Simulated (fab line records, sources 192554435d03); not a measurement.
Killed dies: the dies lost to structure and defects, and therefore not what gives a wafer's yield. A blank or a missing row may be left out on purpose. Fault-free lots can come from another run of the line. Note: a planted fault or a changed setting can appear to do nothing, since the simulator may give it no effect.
Matching of chambers / flow n5-finfet / N5_BEOL_M11_ILD_DEP_00 on pecvd-01 has 3 sister chambers
The step deposits SiCOH lowk from DEMS/porogen, target thk 308.51 nm, time 58 s. 24 wafers are shown with their chamber, then 12 later ones without.

WAFERS, EACH WITH ITS CHAMBER
wafer=L076.1; chamber=1; throttle-valve-pct (%)=14.4; heater-power-w (W)=432; showerhead-plenum-p-Torr (Torr)=5.734
wafer=L076.3; chamber=0; throttle-valve-pct (%)=14.6; heater-power-w (W)=391; showerhead-plenum-p-Torr (Torr)=5.745
wafer=L076.5; chamber=0; throttle-valve-pct (%)=14.8; heater-power-w (W)=305; showerhead-plenum-p-Torr (Torr)=5.773
wafer=L075.1; chamber=2; throttle-valve-pct (%)=13.3; heater-power-w (W)=291; showerhead-plenum-p-Torr (Torr)=5.756
wafer=L075.3; chamber=0; throttle-valve-pct (%)=14.7; heater-power-w (W)=347; showerhead-plenum-p-Torr (Torr)=5.742
wafer=L075.5; chamber=1; throttle-valve-pct (%)=14.2; heater-power-w (W)=389; showerhead-plenum-p-Torr (Torr)=5.750
wafer=L077.1; chamber=1; throttle-valve-pct (%)=14.4; heater-power-w (W)=413; showerhead-plenum-p-Torr (Torr)=5.749
wafer=L077.3; chamber=2; throttle-valve-pct (%)=13.5; heater-power-w (W)=295; showerhead-plenum-p-Torr (Torr)=5.762
wafer=L077.6; chamber=0; throttle-valve-pct (%)=14.6; heater-power-w (W)=382; showerhead-plenum-p-Torr (Torr)=5.761
wafer=L078.1; chamber=1; throttle-valve-pct (%)=14.4; heater-power-w (W)=391; showerhead-plenum-p-Torr (Torr)=5.745
wafer=L078.3; chamber=0; throttle-valve-pct (%)=14.5; heater-power-w (W)=346; showerhead-plenum-p-Torr (Torr)=5.750
wafer=L078.6; chamber=2; throttle-valve-pct (%)=13.7; heater-power-w (W)=259; showerhead-plenum-p-Torr (Torr)=5.752
wafer=L081.2; chamber=2; throttle-valve-pct (%)=13.0; heater-power-w (W)=297; showerhead-plenum-p-Torr (Torr)=5.769
wafer=L081.3; chamber=0; throttle-valve-pct (%)=14.6; heater-power-w (W)=321; showerhead-plenum-p-Torr (Torr)=5.756
wafer=L081.5; chamber=2; throttle-valve-pct (%)=13.1; heater-power-w (W)=298; showerhead-plenum-p-Torr (Torr)=5.730
wafer=L082.1; chamber=2; throttle-valve-pct (%)=13.1; heater-power-w (W)=285; showerhead-plenum-p-Torr (Torr)=5.735
wafer=L082.2; chamber=0; throttle-valve-pct (%)=15.0; heater-power-w (W)=331; showerhead-plenum-p-Torr (Torr)=5.756
wafer=L082.3; chamber=1; throttle-valve-pct (%)=14.0; heater-power-w (W)=399; showerhead-plenum-p-Torr (Torr)=5.741
wafer=L086.1; chamber=1; throttle-valve-pct (%)=14.2; heater-power-w (W)=416; showerhead-plenum-p-Torr (Torr)=5.727
wafer=L086.3; chamber=0; throttle-valve-pct (%)=15.0; heater-power-w (W)=363; showerhead-plenum-p-Torr (Torr)=5.755
wafer=L086.4; chamber=2; throttle-valve-pct (%)=13.4; heater-power-w (W)=249; showerhead-plenum-p-Torr (Torr)=5.743
wafer=L087.1; chamber=2; throttle-valve-pct (%)=13.5; heater-power-w (W)=284; showerhead-plenum-p-Torr (Torr)=5.740
wafer=L087.3; chamber=1; throttle-valve-pct (%)=14.3; heater-power-w (W)=394; showerhead-plenum-p-Torr (Torr)=5.730
wafer=L087.6; chamber=0; throttle-valve-pct (%)=14.8; heater-power-w (W)=374; showerhead-plenum-p-Torr (Torr)=5.755

SIGNATURES, as means of the wafers listed above
reading=throttle-valve-pct; chamber 0=14.733; chamber 1=14.271; chamber 2=13.325; scatter within a chamber=0.196
reading=heater-power-w; chamber 0=351.11; chamber 1=404.86; chamber 2=282.25; scatter within a chamber=22.4
reading=showerhead-plenum-p-Torr; chamber 0=5.75478; chamber 1=5.73943; chamber 2=5.74838; scatter within a chamber=0.0108
Rule: a wafer's distance from a chamber is the root of the sum, over the readings, of the square of ((its reading less the chamber's mean) divided by the reading's scatter). If the next closest chamber is less than 2 further off than the closest, the wafer can't be placed; otherwise it belongs to the closest. The scatter is the square root of a quotient: the sum, over the shown wafers, of each reading's squared deviation from its chamber's mean, divided by wafers minus chambers.

WAFERS WHOSE CHAMBER IS MISSING
wafer=L092.2; throttle-valve-pct (%)=14.9; heater-power-w (W)=344; showerhead-plenum-p-Torr (Torr)=5.759
wafer=L092.5; throttle-valve-pct (%)=14.2; heater-power-w (W)=402; showerhead-plenum-p-Torr (Torr)=5.742
wafer=L092.6; throttle-valve-pct (%)=15.2; heater-power-w (W)=346; showerhead-plenum-p-Torr (Torr)=5.755
wafer=L094.1; throttle-valve-pct (%)=13.9; heater-power-w (W)=353; showerhead-plenum-p-Torr (Torr)=5.744
wafer=L094.4; throttle-valve-pct (%)=14.8; heater-power-w (W)=371; showerhead-plenum-p-Torr (Torr)=5.735
wafer=L094.6; throttle-valve-pct (%)=13.5; heater-power-w (W)=292; showerhead-plenum-p-Torr (Torr)=5.748
wafer=L096.1; throttle-valve-pct (%)=14.9; heater-power-w (W)=389; showerhead-plenum-p-Torr (Torr)=5.746
wafer=L096.3; throttle-valve-pct (%)=14.6; heater-power-w (W)=302; showerhead-plenum-p-Torr (Torr)=5.764
wafer=L096.4; throttle-valve-pct (%)=13.3; heater-power-w (W)=315; showerhead-plenum-p-Torr (Torr)=5.743
wafer=L097.2; throttle-valve-pct (%)=13.8; heater-power-w (W)=311; showerhead-plenum-p-Torr (Torr)=5.750
wafer=L097.5; throttle-valve-pct (%)=14.6; heater-power-w (W)=375; showerhead-plenum-p-Torr (Torr)=5.748
wafer=L097.6; throttle-valve-pct (%)=13.4; heater-power-w (W)=317; showerhead-plenum-p-Torr (Torr)=5.762

EACH ONE'S CHAMBER
wafer=L092.2; from the rows above=0; in truth=0
wafer=L092.5; from the rows above=1; in truth=1
wafer=L092.6; from the rows above=0; in truth=0
wafer=L094.1; from the rows above=can't be placed: 1 or 2 or 0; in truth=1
wafer=L094.4; from the rows above=can't be placed: 0 or 1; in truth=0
wafer=L094.6; from the rows above=2; in truth=2
wafer=L096.1; from the rows above=can't be placed: 0 or 1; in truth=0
wafer=L096.3; from the rows above=0; in truth=0
wafer=L096.4; from the rows above=2; in truth=2
wafer=L097.2; from the rows above=2; in truth=2
wafer=L097.5; from the rows above=can't be placed: 0 or 1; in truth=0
wafer=L097.6; from the rows above=2; in truth=2
8 of 12 placed correctly. From these rows, 4 cannot be placed; in 4 the true chamber is one of the candidates. Wrongly placed: 0.
